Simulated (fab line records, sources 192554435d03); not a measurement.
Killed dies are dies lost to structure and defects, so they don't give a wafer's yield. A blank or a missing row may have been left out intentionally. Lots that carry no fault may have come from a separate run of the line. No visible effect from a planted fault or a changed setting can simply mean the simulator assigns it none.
Which tool was responsible? / flow n5 finfet / 9 lots, 27 wafers sampled, at 3 steps of a route of 1938

WHAT THE GAUGES READ, wafer by wafer
N5_BEOL_M4_RC_MEAS_101. Usual: DIBL_N 37.0 mV/V, standard deviation 1.6; DIBL_P 37.0 mV/V, standard deviation 2.1; IOFF_N 0.17 nA/um, standard deviation 0.032; IOFF_P 0.22 nA/um, standard deviation 0.043; ION_N 679 uA/um, standard deviation 13; ION_P 465 uA/um, standard deviation 9.5; SS_N 71.7 mV/dec, standard deviation 0.59; SS_P 73.6 mV/dec, standard deviation 0.64; VT_N 249 mV, standard deviation 3.2; VT_P -249 mV, standard deviation 4.1.
lot=L344; measured=day 10 21:20; on=prober-01; DIBL_N (mV/V)=36.1 37.7 35.1; DIBL_P (mV/V)=34.2 34.9 34.2; IOFF_N (nA/um)=0.13 0.15 0.12; IOFF_P (nA/um)=0.17 0.18 0.17; ION_N (uA/um)=663 662 656; ION_P (uA/um)=454 453 450; SS_N (mV/dec)=71.3 71.9 72.3; SS_P (mV/dec)=73.7 73.6 73.1; VT_N (mV)=252 252 257; VT_P (mV)=-257 -256 -255; flag=
lot=L348; measured=day 10 21:41; on=prober-02; DIBL_N (mV/V)=39.1 34.8 36.4; DIBL_P (mV/V)=40.2 35.0 37.1; IOFF_N (nA/um)=0.24 0.13 0.18; IOFF_P (nA/um)=0.30 0.19 0.23; ION_N (uA/um)=680 659 685; ION_P (uA/um)=467 463 468; SS_N (mV/dec)=72.0 71.8 72.3; SS_P (mV/dec)=74.4 73.2 73.3; VT_N (mV)=245 254 250; VT_P (mV)=-247 -249 -248; flag=
lot=L347; measured=day 11 15:25; on=prober-02; DIBL_N (mV/V)=39.7 36.7 38.7; DIBL_P (mV/V)=40.1 36.3 38.5; IOFF_N (nA/um)=0.21 0.14 0.18; IOFF_P (nA/um)=0.25 0.18 0.22; ION_N (uA/um)=700 675 689; ION_P (uA/um)=472 464 468; SS_N (mV/dec)=72.9 71.8 72.4; SS_P (mV/dec)=74.7 73.7 74.1; VT_N (mV)=248 254 248; VT_P (mV)=-249 -253 -253; flag=
lot=L357; measured=day 13 18:02; on=prober-02; DIBL_N (mV/V)=35.3 36.5 37.6; DIBL_P (mV/V)=33.1 34.2 36.0; IOFF_N (nA/um)=0.14 0.16 0.18; IOFF_P (nA/um)=0.21 0.23 0.25; ION_N (uA/um)=687 680 684; ION_P (uA/um)=479 470 471; SS_N (mV/dec)=71.6 71.4 72.2; SS_P (mV/dec)=72.5 73.4 73.7; VT_N (mV)=248 251 248; VT_P (mV)=-247 -245 -245; flag=
lot=L358; measured=day 14 08:27; on=prober-02; DIBL_N (mV/V)=38.4 35.5 38.5; DIBL_P (mV/V)=38.5 34.1 37.9; IOFF_N (nA/um)=0.21 0.15 0.21; IOFF_P (nA/um)=0.31 0.22 0.28; ION_N (uA/um)=691 667 682; ION_P (uA/um)=481 459 473; SS_N (mV/dec)=72.2 71.4 72.4; SS_P (mV/dec)=73.4 73.4 73.9; VT_N (mV)=244 249 244; VT_P (mV)=-243 -248 -247; flag=
lot=L360; measured=day 15 02:08; on=prober-02; DIBL_N (mV/V)=37.9 38.6 36.5; DIBL_P (mV/V)=38.6 38.9 36.7; IOFF_N (nA/um)=0.20 0.21 0.17; IOFF_P (nA/um)=0.27 0.26 0.23; ION_N (uA/um)=695 681 671; ION_P (uA/um)=476 465 468; SS_N (mV/dec)=72.2 72.8 71.5; SS_P (mV/dec)=74.1 74.4 72.8; VT_N (mV)=247 247 247; VT_P (mV)=-247 -245 -250; flag=
lot=L365; measured=day 15 15:10; on=prober-01; DIBL_N (mV/V)=35.7 35.9 35.4; DIBL_P (mV/V)=37.3 37.6 36.7; IOFF_N (nA/um)=0.13 0.14 0.13; IOFF_P (nA/um)=0.16 0.17 0.16; ION_N (uA/um)=671 675 655; ION_P (uA/um)=455 451 441; SS_N (mV/dec)=71.9 71.2 71.5; SS_P (mV/dec)=73.7 73.8 73.3; VT_N (mV)=256 251 251; VT_P (mV)=-257 -258 -259; flag=
lot=L364; measured=day 16 07:55; on=prober-01; DIBL_N (mV/V)=36.6 34.4 34.6; DIBL_P (mV/V)=36.5 34.2 34.8; IOFF_N (nA/um)=0.17 0.13 0.14; IOFF_P (nA/um)=0.20 0.17 0.18; ION_N (uA/um)=679 667 679; ION_P (uA/um)=456 457 464; SS_N (mV/dec)=71.8 70.5 70.6; SS_P (mV/dec)=73.6 72.9 73.1; VT_N (mV)=247 251 251; VT_P (mV)=-254 -253 -252; flag=
lot=L366; measured=day 16 15:03; on=prober-02; DIBL_N (mV/V)=38.4 39.6 39.7; DIBL_P (mV/V)=39.5 40.4 40.2; IOFF_N (nA/um)=0.22 0.26 0.25; IOFF_P (nA/um)=0.32 0.36 0.35; ION_N (uA/um)=700 719 707; ION_P (uA/um)=492 489 487; SS_N (mV/dec)=71.9 72.6 72.2; SS_P (mV/dec)=74.2 75.2 74.7; VT_N (mV)=243 241 242; VT_P (mV)=-240 -240 -238; flag=

N5_BEOL_M14_RS_MEAS_54: measurement is done with a four-point probe. Usual: M14_RS 0.0331 ohm/sq, standard deviation 0.00078.
lot=L344; measured=day 14 08:16; on=film metro-01; M14_RS (ohm/sq)=0.0329 0.0326 0.0349; flag=
lot=L348; measured=day 14 14:25; on=film metro-02; M14_RS (ohm/sq)=0.0329 0.0320 0.0328; flag=
lot=L347; measured=day 15 03:23; on=film metro-02; M14_RS (ohm/sq)=0.0324 0.0346 0.0344; flag=
lot=L357; measured=day 17 08:59; on=film metro-02; M14_RS (ohm/sq)=0.0324 0.0341 0.0346; flag=
lot=L358; measured=day 17 22:46; on=film metro-02; M14_RS (ohm/sq)=0.0330 0.0341 0.0328; flag=
lot=L360; measured=day 18 14:50; on=film metro-02; M14_RS (ohm/sq)=0.0344 0.0346 0.0326; flag=
lot=L365; measured=day 19 00:14; on=film metro-02; M14_RS (ohm/sq)=0.0319 0.0328 0.0320; flag=
lot=L364; measured=day 19 15:02; on=film metro-02; M14_RS (ohm/sq)=0.0338 0.0335 0.0335; flag=
lot=L366; measured=day 20 05:19; on=film metro-02; M14_RS (ohm/sq)=0.0324 0.0334 0.0326; flag=

N5_BEOL_M14_INSPECT_55: inspects for defects (darkfield). Usual: 61 for raw defect count, sd 20.
lot=L344; measured=day 14 08:18; on=defect inspect-01; raw defect count=83 56 70; flag=
lot=L348; measured=day 14 14:26; on=defect inspect-01; raw defect count=98 49 60; flag=
lot=L347; measured=day 15 03:25; on=defect inspect-01; raw defect count=47 45 88; flag=
lot=L357; measured=day 17 09:01; on=defect inspect-01; raw defect count=44 65 52; flag=
lot=L358; measured=day 17 22:47; on=defect inspect-01; raw defect count=39 29 68; flag=
lot=L360; measured=day 18 14:52; on=defect inspect-02; raw defect count=43 54 69; flag=
lot=L365; measured=day 19 00:16; on=defect inspect-02; raw defect count=58 46 56; flag=
lot=L364; measured=day 19 15:04; on=defect inspect-01; raw defect count=47 38 55; flag=
lot=L366; measured=day 20 05:20; on=defect inspect-02; raw defect count=47 41 36; flag=

EACH LOT AND THE TOOL THAT RAN IT (in order: tool; ch and the chambers of the sampled wafers; start)
Before these readings, the record contains no process step.

AS READ BY THE TOOLS THEMSELVES (means over the sampled wafers that have a number; for cases with no such wafer, the mark the record gives instead)
The record holds no such reading with a usual standard deviation.

THE ANSWER, worked out from the rows above alone
Rule: a lot counts as off when the mean over its wafers that have a number is more than 3 standard deviations away from the usual mean. A lot without any number at a reading at which 4 lots or more have one is off too. All remaining lots with rows at the step are treated as sound. First the gauges in route order, then the tools' own readings, where a lot's mean is used as printed above. At the first step where some lot is off, the reading lying furthest off is the one used; lots without a number count as furthest.
Across all readings shown, no lot is off: no conclusion can be drawn from this.

WHAT WAS PUT IN BY THE SIMULATOR
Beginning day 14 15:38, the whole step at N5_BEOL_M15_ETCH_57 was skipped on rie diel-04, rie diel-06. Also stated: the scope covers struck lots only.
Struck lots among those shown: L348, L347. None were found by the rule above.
